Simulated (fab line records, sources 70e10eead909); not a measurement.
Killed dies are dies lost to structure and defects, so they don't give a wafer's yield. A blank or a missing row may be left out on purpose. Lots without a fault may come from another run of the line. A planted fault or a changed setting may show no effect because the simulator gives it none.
Tool commonality check | flow nand_harc | 14 lots, 42 wafers sampled

WHY IT WAS OPENED
At NHARC_A_ONON_D2_THK_MEAS_14 the reading thk_nm is flagged on 2 of 14 lots. Wafers without a fault read 1003 nm, standard deviation 7.2.
Rule: a lot is flagged when every wafer of it that has a number lies more than 4 standard deviations from that mean, or none has a number. The other lots count as sound.

lot  | measured     | on            | thk_nm (nm), wafer by wafer | flag
L114 | day 13 00:59 | film_metro-01 | 1008 1007 1010              |
L115 | day 13 01:00 | film_metro-02 | 1012 1010 1013              |
L116 | day 13 17:09 | film_metro-02 | 1010 1012 1010              |
L120 | day 14 21:17 | film_metro-02 | 994 994 995                 |
L123 | day 16 10:51 | film_metro-02 | 1009 1013 1010              |
L124 | day 16 20:07 | film_metro-01 | 992 993 993                 |
L125 | day 16 23:12 | film_metro-01 | 1002 1002 1003              |
L129 | day 18 11:25 | film_metro-02 | 666 667 667                 | FLAGGED
L128 | day 18 11:47 | film_metro-02 | 680 680 679                 | FLAGGED
L130 | day 19 09:35 | film_metro-01 | 1000 999 1001               |
L132 | day 19 15:07 | film_metro-01 | 1004 1003 1004              |
L134 | day 21 01:04 | film_metro-01 | 993 995 994                 |
L136 | day 21 09:06 | film_metro-02 | 1015 1016 1016              |
L137 | day 22 01:01 | film_metro-02 | 1010 1012 1010              |
The numbers of the flagged lots are 673 nm on average: -330 nm against the usual, or -46 standard deviations.

WHICH TOOL RAN EACH LOT
The record holds 2 process steps before the reading, out of a route of 1302 steps. In each cell: the tool, then ch and the chambers that the sampled wafers went through, then the start.
lot  | flag    | NHARC_A_CHANNEL_FILL_D1_ALD_16   | NHARC_A_ONON_D2_DEP_12
L114 |         | ald_hk-02 ch 0,3, day 10 01:26   | pecvd_onon-03 ch 0, day 13 00:35
L115 |         | ald_hk-04 ch 1,3, day 10 01:23   | pecvd_onon-04 ch 0, day 13 00:29
L116 |         | ald_hk-04 ch 0,1,2, day 10 17:11 | pecvd_onon-03 ch 0, day 13 16:38
L120 |         | ald_hk-02 ch 0,2,3, day 11 16:56 | pecvd_onon-04 ch 0, day 14 20:46
L123 |         | ald_hk-02 ch 1,2,3, day 13 05:35 | pecvd_onon-04 ch 0, day 16 10:24
L124 |         | ald_hk-02 ch 1,2,3, day 13 12:46 | pecvd_onon-03 ch 0, day 16 19:35
L125 |         | ald_hk-02 ch 0,2,3, day 13 18:52 | pecvd_onon-04 ch 0, day 16 22:44
L129 | FLAGGED | ald_hk-04 ch 0,2,3, day 15 08:10 | pecvd_onon-04 ch 0, day 18 10:55
L128 | FLAGGED | ald_hk-01 ch 1,3, day 15 08:04   | pecvd_onon-04 ch 0, day 18 11:23
L130 |         | ald_hk-04 ch 0,1,3, day 16 05:09 | pecvd_onon-01 ch 0, day 19 09:12
L132 |         | ald_hk-01 ch 0,3, day 16 16:19   | pecvd_onon-01 ch 0, day 19 14:36
L134 |         | ald_hk-01 ch 0,1, day 17 22:47   | pecvd_onon-01 ch 0, day 21 00:34
L136 |         | ald_hk-04 ch 0,2,3, day 18 07:53 | pecvd_onon-03 ch 0, day 21 08:35
L137 |         | ald_hk-04 ch 0,1,3, day 18 22:55 | pecvd_onon-01 ch 0, day 22 00:31
What these steps do:
- NHARC_A_CHANNEL_FILL_D1_ALD_16: deposits SiO2, target thk 1.5 nm, pulse time 10 s, ald cycles 15.
- NHARC_A_ONON_D2_DEP_12: target thk 1000 nm.
- NHARC_A_ONON_D2_THK_MEAS_14: measures by ellipsometry.

FLAGGED OVER TOTAL, TOOL BY TOOL (the gauges that took the reading come last)
step                           | tool          | lots run | flagged | share of the flagged lots | sound lots run after its first flagged lot
NHARC_A_CHANNEL_FILL_D1_ALD_16 | ald_hk-01     | 3        | 1       | some                      | 2 (L132,L134)
NHARC_A_CHANNEL_FILL_D1_ALD_16 | ald_hk-02     | 5        | 0       | none                      | -
NHARC_A_CHANNEL_FILL_D1_ALD_16 | ald_hk-04     | 6        | 1       | some                      | 3 (L130,L136,L137)
NHARC_A_ONON_D2_DEP_12         | pecvd_onon-01 | 4        | 0       | none                      | -
NHARC_A_ONON_D2_DEP_12         | pecvd_onon-03 | 4        | 0       | none                      | -
NHARC_A_ONON_D2_DEP_12         | pecvd_onon-04 | 6        | 2       | all                       | 0
NHARC_A_ONON_D2_THK_MEAS_14    | film_metro-01 | 6        | 0       | none                      | -
NHARC_A_ONON_D2_THK_MEAS_14    | film_metro-02 | 8        | 2       | all                       | 2 (L136,L137)

WHAT THE TABLE ALLOWS
2 rows of the table ran every flagged lot: pecvd_onon-04 at NHARC_A_ONON_D2_DEP_12, film_metro-02 at NHARC_A_ONON_D2_THK_MEAS_14.
- pecvd_onon-04 at NHARC_A_ONON_D2_DEP_12: 2 of its 6 lots flagged. Its last sound lot is L125 (day 16 22:44), its first flagged lot L129 (day 18 10:55): a fault that began between those two fits.
- film_metro-02 at NHARC_A_ONON_D2_THK_MEAS_14: 2 of its 8 lots flagged. Sound lots ran on it after the first flagged one (L136, L137), which a lasting fault on the whole tool wouldn't allow.
One tool is left: pecvd_onon-04 at NHARC_A_ONON_D2_DEP_12.

WHAT THE SIMULATOR HAD PUT IN
Process parameter drift: pecvd_onon-04, from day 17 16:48 on, at NHARC_A_ONON_D2_DEP_12. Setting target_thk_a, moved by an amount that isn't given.
Lots struck among those shown: L129, L128. The rule above found the same.
